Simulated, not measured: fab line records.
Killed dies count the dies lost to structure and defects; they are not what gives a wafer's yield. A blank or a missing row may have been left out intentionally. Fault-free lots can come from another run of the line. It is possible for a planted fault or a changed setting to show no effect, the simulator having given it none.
Matching of chambers -- flow n5 finfet -- N5_BEOL_M12_ETCH_67 on rie diel-05 has 4 sister chambers
The step etches SiARC in CF4, target depth 143 nm, time 238.3 s. 4 wafers are shown with their chamber, then 8 later ones without.

## EACH WAFER AND ITS CHAMBER
wafer,chamber,showerhead plenum p Torr (Torr)
L079.6,3,2.19
L081.1,2,2.26
L088.2,1,1.97
L090.1,0,2.20

## WAFERS WITHOUT THEIR CHAMBER
wafer,showerhead plenum p Torr (Torr)
L090.4,2.18
L090.5,2.26
L094.1,1.96
L094.2,2.19
L094.4,2.18
L096.1,2.18
L096.2,1.96
L096.3,2.25

## THE CHAMBER EACH PASSED THROUGH
wafer,from the rows above,in truth
L090.4,can't be placed: 3 or 0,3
L090.5,2,2
L094.1,1,1
L094.2,can't be placed: 3 or 0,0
L094.4,can't be placed: 3 or 0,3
L096.1,can't be placed: 3 or 0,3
L096.2,1,1
L096.3,2,2
Correct placement for 4 of the 8. From these rows, 4 cannot be placed; in 4 the true chamber is one of the candidates. Number placed wrongly: 0.
How it was worked out, from the rows above alone: a wafer's distance from a chamber is the root of the sum, over the readings, of the square of ((its reading less the chamber's mean) divided by the reading's scatter). The wafer belongs to the nearest chamber; if the next one is less than 2 further off, it can't be placed. A chamber's mean is the mean of its shown wafers. The scatter: with one shown wafer a chamber, the root of the mean of the squares of how far each hidden wafer lies from its nearest shown one.
